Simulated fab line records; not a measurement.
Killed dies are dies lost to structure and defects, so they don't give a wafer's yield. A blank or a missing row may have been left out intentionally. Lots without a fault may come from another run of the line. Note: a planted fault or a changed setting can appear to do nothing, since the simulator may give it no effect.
Chamber matching	flow n5-finfet	N5_BEOL_M13_DEP_53 on pecvd-04 has 3 sister chambers
The step deposits SiCN from 3MS/NH3, target thk 50 nm, time 17.8 s. 3 wafers are shown with their chamber, then 8 later ones without.

WAFERS WITH THEIR CHAMBER
wafer	chamber	throttle-valve-pct (%)
L086.3	0	18.4
L086.6	2	16.8
L090.3	1	18.4

WAFERS WITHOUT THEIR CHAMBER
wafer	throttle-valve-pct (%)
L090.4	18.5
L090.6	18.7
L094.2	18.4
L094.3	18.4
L094.6	18.4
L096.4	18.5
L096.5	18.4
L096.6	16.9

WHICH CHAMBER EACH WENT THROUGH
wafer	from the rows above	in truth
L090.4	can't be placed: 0 or 1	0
L090.6	can't be placed: 0 or 1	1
L094.2	can't be placed: 0 or 1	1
L094.3	can't be placed: 0 or 1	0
L094.6	can't be placed: 0 or 1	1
L096.4	can't be placed: 0 or 1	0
L096.5	can't be placed: 0 or 1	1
L096.6	2	2
Correctly placed: 1 of 8. These rows do not allow placing 7 (true chamber among the candidates in 7). Number placed wrongly: 0.
How it was worked out, from the rows above alone: a wafer's distance from a chamber is the root of the sum, over the readings, of the square of ((its reading less the chamber's mean) divided by the reading's scatter). The wafer belongs to the nearest chamber; if the next one is less than 2 further off, it can't be placed. The mean given for a chamber averages the wafers shown for that chamber. The scatter: root of mean squared gap, hidden wafer to nearest shown wafer, with one shown wafer a chamber.
